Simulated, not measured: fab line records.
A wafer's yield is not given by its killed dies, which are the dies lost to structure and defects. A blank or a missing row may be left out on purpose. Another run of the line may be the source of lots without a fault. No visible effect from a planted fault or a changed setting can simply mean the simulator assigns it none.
Struck lot and sound lot, side by side + flow nand-harc + 17 steps out of a route of 1302
Sound: these wafers, L444.3, L444.4, L444.5. Struck: wafers L449.4, L449.6 (left out: L449.2, a lot-mate that was not struck); the cause follows at the end.
Order at every step that has rows: each side's tool, ch and its chambers, its first start. Under that, the readings that differ: sound wafers + struck wafers + difference of the means + sigmas: that difference in standard deviations of wafers without a fault.
alike: a reading whose means differ by less than 2 such deviations, as well as words and numbers matching on both sides. not compared: withheld readings; readings where some wafer has no value; bounds like >300 that might hide an equal value; numbers whose values overlap and for which the record gives no deviation.
A row with sigmas, a row that says differs or no value, or rows on one side alone: a step with any of these is where the two part. Non-overlapping numbers with no deviation appear without sigmas and do not part them. A reading that every wafer of one side lacks parts them only if that side has two wafers or more.

NHARC_A_M1_INSPECT_11:
  sound on defect-inspect-02, day 28 05:38; struck on defect-inspect-01, day 29 23:42
  alike: raw-defect-count
NHARC_A_M1_DESCUM_14: chemistry O2, time 3 s.
  sound on rie-diel-11 ch 2,3, day 28 05:41; struck on rie-diel-12 ch 0, day 29 23:46
| reading                         | sound          | struck    | difference | sigmas |
|---------------------------------|----------------|-----------|------------|--------|
| showerhead-plenum-p-Torr (Torr) | 2.03 2.06 2.03 | 1.86 1.86 | -0.18      | -2     |
  alike: drypump-motor-current-A, oes-product-au, rf-vpp-V, throttle-valve-pct
  not compared: rf-hours-counter-h
NHARC_A_M1_ETCH_35: etches the open film in N2/H2, target depth 40 nm, overetch 12 nm, time 43.94 s.
  sound on rie-diel-11 ch 1,2, day 28 05:46; struck on rie-diel-12 ch 1,3, day 29 23:51
  alike: drypump-motor-current-A, n2-flow-sccm, oes-product-au, rf-vpp-V, showerhead-plenum-p-Torr, throttle-valve-pct
  not compared: rf-hours-counter-h
then, 1 step without rows for these wafers: NHARC_A_M1_ETCH_15 (etches the open film in C4F8/Ar, target depth 182.5 nm, time 91.2 s).
NHARC_A_M1_CD_MEAS_16:
  sound on cd-sem-03, day 28 06:01; struck on cd-sem-01, day 30 00:04
  alike: cd-nm
NHARC_A_M1_STRIP_18: strips in N2/H2.
  sound on rie-diel-11 ch 0,1,2, day 28 06:05; struck on rie-diel-11 ch 0,3, day 30 00:11
  alike: drypump-motor-current-A, n2-flow-sccm, oes-product-au, rf-vpp-V, showerhead-plenum-p-Torr, throttle-valve-pct
  not compared: rf-hours-counter-h
NHARC_A_M1_ETCH_28: etches the open film in CF4/N2, target depth 30 nm, time 72.99 s.
  sound: rie-diel-11 ch 0,1; struck: rie-diel-11 ch 2,3
  alike: drypump-motor-current-A, n2-flow-sccm, oes-product-au, rf-vpp-V, showerhead-plenum-p-Torr, throttle-valve-pct
  not compared: rf-hours-counter-h
then, 1 step without rows for these wafers: NHARC_A_M1_STRIP_19 (strips in post etch residue remover, time 600 s).
NHARC_A_M1_DEGAS_29: time 60 s.
  sound on pvd-sputter-02, day 28 06:43; struck on pvd-sputter-01, day 30 00:46
  alike: heater-power-w
then, 3 steps without rows for these wafers: NHARC_A_M1_PRE_CLEAN_30 (time 30 s); NHARC_A_M1_PVD_20 (deposits TaN, target thk 5 nm, time 8.06 s); NHARC_A_M1_PVD_21 (deposits Cu, target thk 30 nm, time 20.49 s).
NHARC_A_M1_ECD_22: material Cu, target thk 400 nm.
  sound on ecd-cu-01 ch 0,1, day 28 07:17; struck on ecd-cu-01 ch 0,1, day 30 01:11
then, 1 step without rows for these wafers: NHARC_A_M1_ANNEAL_31 (time 90 s).
NHARC_A_M1_CMP_23: polishes, t overpolish 20 s, target thk 154.34 nm.
  sound on cmp-02 ch 0,3, day 28 07:59; struck on cmp-01 ch 1,3, day 30 01:53
| reading                | sound    | struck | difference | sigmas |
|------------------------|----------|--------|------------|--------|
| time-to-endpoint-s (s) | 21 27 28 | 62 54  | +33        | +9     |
  alike: motor-current-A, slurry-flow-ml-min
NHARC_A_M1_THK_MEAS_24: measures by xrf.
  sound on film-metro-02, day 28 08:18; struck on film-metro-01, day 30 02:11
  alike: thk-nm
NHARC_END_SORT_01:
  sound on prober-01 ch 0, day 29 20:08; struck on prober-02 ch 0, day 31 13:54
| reading         | sound | struck | difference | sigmas |
|-----------------|-------|--------|------------|--------|
| killed-at-other | 4     | 0 0    | -4         | -3     |
  alike: defect-limited-yield, killed-at-array, killed-at-periphery, killed-dies, killed-open, killed-short, sort_bin_2_pct, sort_bin_3_pct, sort_bin_4_pct, sort-n-pass, sort-rim-yield-pct, sort-yield-pct

== WHERE THEY PART ==
Last at NHARC_END_SORT_01 as far as this record goes, first at NHARC_A_M1_DESCUM_14.

WHY: the cause the simulator had injected
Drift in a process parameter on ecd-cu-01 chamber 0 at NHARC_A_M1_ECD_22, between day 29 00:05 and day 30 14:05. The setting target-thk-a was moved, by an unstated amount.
